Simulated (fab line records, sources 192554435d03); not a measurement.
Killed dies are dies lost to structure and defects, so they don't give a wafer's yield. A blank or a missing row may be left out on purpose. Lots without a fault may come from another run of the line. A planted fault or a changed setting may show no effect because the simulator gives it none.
A struck lot beside a sound one | flow n5_finfet | 20 steps out of a route of 1938
Sound: wafers L587.1, L587.3, L587.5. Struck: wafer L600.4. (L600.2, L600.3 of the same lot were not struck and are left out.) The cause comes at the end.
At each step with rows: each side's tool, then ch and its chambers, then its first start. Under that, the readings that differ: sound wafers | struck wafers | difference of the means | sigmas: that difference in standard deviations of wafers without a fault.
alike: readings whose means differ by less than 2 such deviations, and words and numbers that are the same on both sides. not compared: withheld readings, readings that some wafer has no value for, bounds like >300 that may hide the same value, and numbers for which the record gives no deviation and whose values overlap.
The two part at a step that has a row with sigmas, a row that says differs or no value, or rows on one side only. Numbers that don't overlap but have no deviation are shown without sigmas and don't part them. A reading that every wafer of one side lacks parts them only if that side has two wafers or more.

first, 6 steps without rows for these wafers: N5_BEOL_M4_COAT_05 (resist thk 30 nm); N5_BEOL_M4_EBR_07; N5_BEOL_M4_SOFTBAKE_06 (time 60 s); N5_BEOL_M4_EXPOSE_08 (exposes mask M4); N5_BEOL_M4_PEB_09 (peb time 60 s); N5_BEOL_M4_DEVELOP_10 (develop time 30 s).
N5_BEOL_M4_CD_MEAS_11: target cd 16.79 nm.
  sound on cd_sem-01 ch 0, day 9 01:53; struck on cd_sem-03 ch 0, day 11 20:47
  alike: cd_nm
N5_BEOL_M4_OVL_MEAS_12:
  sound on overlay-02 ch 0, day 9 01:55; struck on overlay-01 ch 0, day 11 20:49
  alike: M4_OVL
N5_BEOL_M4_INSPECT_13: inspects for defects (brightfield).
  sound on defect_inspect-02, day 9 01:59; struck on defect_inspect-01, day 11 20:52
  reading          | sound       | struck | difference | sigmas
  raw_defect_count | 524 438 614 | 332    | -193       | -2
N5_BEOL_M4_DESCUM_16: chemistry O2, time 7 s.
  sound on rie_diel-04 ch 0,1, day 9 02:05; struck on rie_diel-04 ch 3, day 11 20:54
  alike: drypump_motor_current_A, oes_product_au, rf_vpp_V, showerhead_plenum_p_Torr, throttle_valve_pct
  not compared: rf_hours_counter_h
N5_BEOL_M4_ETCH_74: etches underlayer in N2/H2, target depth 6.5 nm, time 5.2 s.
  sound on rie_diel-04 ch 0,1, day 9 02:07; struck on rie_diel-04 ch 3, day 11 20:56
  alike: drypump_motor_current_A, etch_rf_on_time_s, h2_flow_sccm, oes_product_au, rf_vpp_V, showerhead_plenum_p_Torr, throttle_valve_pct
  not compared: rf_hours_counter_h
N5_BEOL_M4_ETCH_63: etches SiARC in CF4, target depth 15.6 nm, time 26 s.
  sound on rie_diel-04 ch 0,1, day 9 02:08; struck on rie_diel-04 ch 3, day 11 20:57
  alike: drypump_motor_current_A, etch_rf_on_time_s, oes_product_au, rf_vpp_V, showerhead_plenum_p_Torr, throttle_valve_pct
  not compared: rf_hours_counter_h
N5_BEOL_M4_ETCH_64: etches SOC in N2/H2, target depth 75 nm, overetch 22.5 nm, time 121.9 s.
  sound on rie_diel-04 ch 0,1, day 9 02:10; struck on rie_diel-04 ch 3, day 11 20:59
  reading                                    | sound             | struck | difference | sigmas
  rf_vpp_V (V)                               | 524.2 520.5 520.6 | 527.7  | +5.9       | +2
  throttle_valve_pct (%)                     | 18.2 17.3 17.3    | 18.3   | +0.7       | +2
  model.SiARC_of_BEOL_M4_COAT_62.thk_nm (nm) | 6.6 6.4 6.6       | 4.8    | -1.7       |
  model.BEOL_M4.cd_offset_nm (nm)            | -0.2 0 0.2        | 0.4    | +0.4       |
  alike: drypump_motor_current_A, h2_flow_sccm, oes_product_au, showerhead_plenum_p_Torr
  not compared: rf_hours_counter_h
then, 2 steps without rows for these wafers: N5_BEOL_M4_STRIP_65 (strips in N2/H2); N5_BEOL_M4_STRIP_75 (strips in N2/H2).
N5_BEOL_M4_STRIP_66: strips in CF4.
  sound on rie_diel-04 ch 0,1, day 9 02:17; struck on rie_diel-04 ch 3, day 11 21:07
  alike: drypump_motor_current_A, oes_product_au, rf_vpp_V, showerhead_plenum_p_Torr, throttle_valve_pct
  not compared: rf_hours_counter_h
N5_BEOL_M4_HM_OPEN_17: chemistry Cl2/BCl3, target TiN, target depth 20 nm, overetch 6 nm.
  sound on rie_metal-01 ch 0,1, day 9 02:20; struck on rie_metal-02 ch 0, day 11 21:10
  reading                         | sound             | struck | difference | sigmas
  throttle_valve_pct (%)          | 22.37 21.94 21.93 | 22.53  | +0.45      | +2
  model.BEOL_M4.cd_offset_nm (nm) | -0.2 0 0.4        | 0.6    | +0.5       |
  alike: drypump_motor_current_A, oes_product_au
  not compared: rf_hours_counter_h
N5_BEOL_M4_STRIP_19: strips in O2.
  sound on rie_diel-02 ch 0,2,3, day 9 02:27; struck on rie_diel-02 ch 2, day 11 21:16
  alike: drypump_motor_current_A, oes_product_au, rf_vpp_V, showerhead_plenum_p_Torr, throttle_valve_pct
  not compared: rf_hours_counter_h
N5_BEOL_M4_RC_MEAS_101:
  sound on prober-02 ch 0, day 10 02:13; struck on prober-01 ch 0, day 12 19:38
  alike: DIBL_N, DIBL_P, IOFF_N, IOFF_P, ION_N, ION_P, SS_N, SS_P, VT_N, VT_P
then, 1 step without rows for these wafers: N5_PASSIVATION_PROBE_49.

WHERE THEY PART
First at N5_BEOL_M4_INSPECT_13; last, within this record, at N5_BEOL_M4_HM_OPEN_17. Later steps at which nothing parts them and some readings are alike: N5_BEOL_M4_STRIP_19, N5_BEOL_M4_RC_MEAS_101.

WHY: what the simulator had put in
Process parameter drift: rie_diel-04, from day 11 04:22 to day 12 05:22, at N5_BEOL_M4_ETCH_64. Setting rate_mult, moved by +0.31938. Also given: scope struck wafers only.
